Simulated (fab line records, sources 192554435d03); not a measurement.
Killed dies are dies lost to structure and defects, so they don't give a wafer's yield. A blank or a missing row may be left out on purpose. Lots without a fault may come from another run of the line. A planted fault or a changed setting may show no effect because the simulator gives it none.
Split-lot experiment | flow n5_finfet | 7 lots, 21 wafers read, on a route of 1938 steps

THE SPLIT
At N5_BEOL_M1_TRENCH_ETCH_37 (etches SiOC in C4F6/O2, target depth 55.207 nm, time 29 s), the setting time_s was moved away from the recipe's 29 s on 10 of the 21 wafers read, by -22.4% to +19.9%. The other wafers ran this setting at the recipe's value.

FROM THE SPLIT TO THE READING: what the file shows between them, 2 steps
- N5_BEOL_M1_ETCH_41: etches SiCN in CH3F/O2, target depth 31.9 nm, time 57.8 s
- N5_BEOL_M1_STRIP_97: strips in N2/H2, time 10 s

THE READING
trench_depth_nm, in nm, at N5_BEOL_M1_OCD_MEAS_38. Fault-free wafers of this fab line usually give 55.0 nm, standard deviation 1.1 nm.

wafer  | tool, chamber at the split | time_s as run, s | against the recipe | trench_depth_nm, nm | against lot-mates on the recipe
L078.1 | rie_diel-04, 3             | 33.24            | +14.6%             | 62.9                | +8.2
L078.4 | rie_diel-04, 0             | 33.24            | +14.6%             | 63.1                | +8.4
L078.6 | rie_diel-04, 1             | 29               | recipe             | 54.7                | -
L079.2 | rie_diel-01, 0             | 29               | recipe             | 53.9                | -
L079.3 | rie_diel-01, 2             | 29               | recipe             | 53.4                | -
L079.5 | rie_diel-01, 1             | 29               | recipe             | 55.8                | -
L082.4 | rie_diel-01, 1             | 22.51            | -22.4%             | 42.8                | -11.8
L082.5 | rie_diel-01, 1             | 29               | recipe             | 54.8                | -
L082.6 | rie_diel-01, 2             | 29               | recipe             | 54.3                | -
L083.2 | rie_diel-01, 2             | 34.76            | +19.9%             | 64.9                | +8.9
L083.4 | rie_diel-01, 2             | 34.76            | +19.9%             | 65.1                | +9.1
L083.6 | rie_diel-01, 0             | 29               | recipe             | 56.0                | -
L086.3 | rie_diel-01, 3             | 29               | recipe             | 57.3                | -
L086.5 | rie_diel-01, 2             | 29               | recipe             | 54.4                | -
L086.6 | rie_diel-01, 3             | 29               | recipe             | 56.5                | -
L093.1 | rie_diel-03, 0             | 31.7             | +9.3%              | 60.6                | +3.6
L093.5 | rie_diel-03, 3             | 29               | recipe             | 57.0                | -
L093.6 | rie_diel-03, 2             | 31.7             | +9.3%              | 58.1                | +1.1
L097.1 | rie_diel-03, 1             | 24.09            | -16.9%             | 44.6                | no lot-mate on the recipe
L097.5 | rie_diel-03, 3             | 24.09            | -16.9%             | 45.3                | no lot-mate on the recipe
L097.6 | rie_diel-03, 0             | 24.09            | -16.9%             | 45.2                | no lot-mate on the recipe

THE FIT
A straight line over all 21 wafers: trench_depth_nm changes by +0.543 nm for each +1% of time_s; r = +0.98; the points scatter about the line by 1.2 nm.
The same after taking each lot's own level away (the mean of its wafers on the recipe; 18 wafers): +0.488 nm for each +1%; r = +0.97; scatter 1.2 nm.
On that fit, the largest move of time_s shifts the reading by 11 nm.
The lots' own levels span 54.37 to 57.00 nm, that is 2.4 times the standard deviation above.
So the lot-to-lot level changes the slope: the two fits differ.
Check: with one of the wafers moved furthest among these (-22.4%) left out of the fit, the line predicts -10.6 nm for it against its lot-mates. It came out at -11.8 nm against them.

OTHER SPLITS ON THESE WAFERS
These wafers also went through other splits before the reading. Each is held against what the fit with the lots' levels taken away leaves over:
other split on the same wafers | wafers away from the commonest value | r with trench_depth_nm (lot level and that fit taken away)
N5_BEOL_M1_ETCH_70 time_s      | 7                                    | +0.25

THE WHOLE CHAIN: every reading that the file lists as answering this split, in the file's order
step                      | what it does                                              | reading                                                                   | change (the file's fit)               | r (the file's)
N5_BEOL_M1_TRENCH_ETCH_37 | etches SiOC in C4F6/O2, target depth 55.207 nm, time 29 s | etch.depth_nm (the simulator's own value, which no gauge read)            | +0.497 nm for each +1% of the setting | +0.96
N5_BEOL_M1_TRENCH_ETCH_37 | etches SiOC in C4F6/O2, target depth 55.207 nm, time 29 s | BEOL_M1.feature_depth_nm (the simulator's own value, which no gauge read) | +0.501 nm for each +1% of the setting | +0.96
N5_BEOL_M1_OCD_MEAS_38    |                                                           | trench_depth_nm                                                           | +0.491 nm for each +1% of the setting | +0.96

THE FILE'S OWN FIT
trench_depth_nm changes by +0.491 nm for each +1% of time_s, r = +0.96.
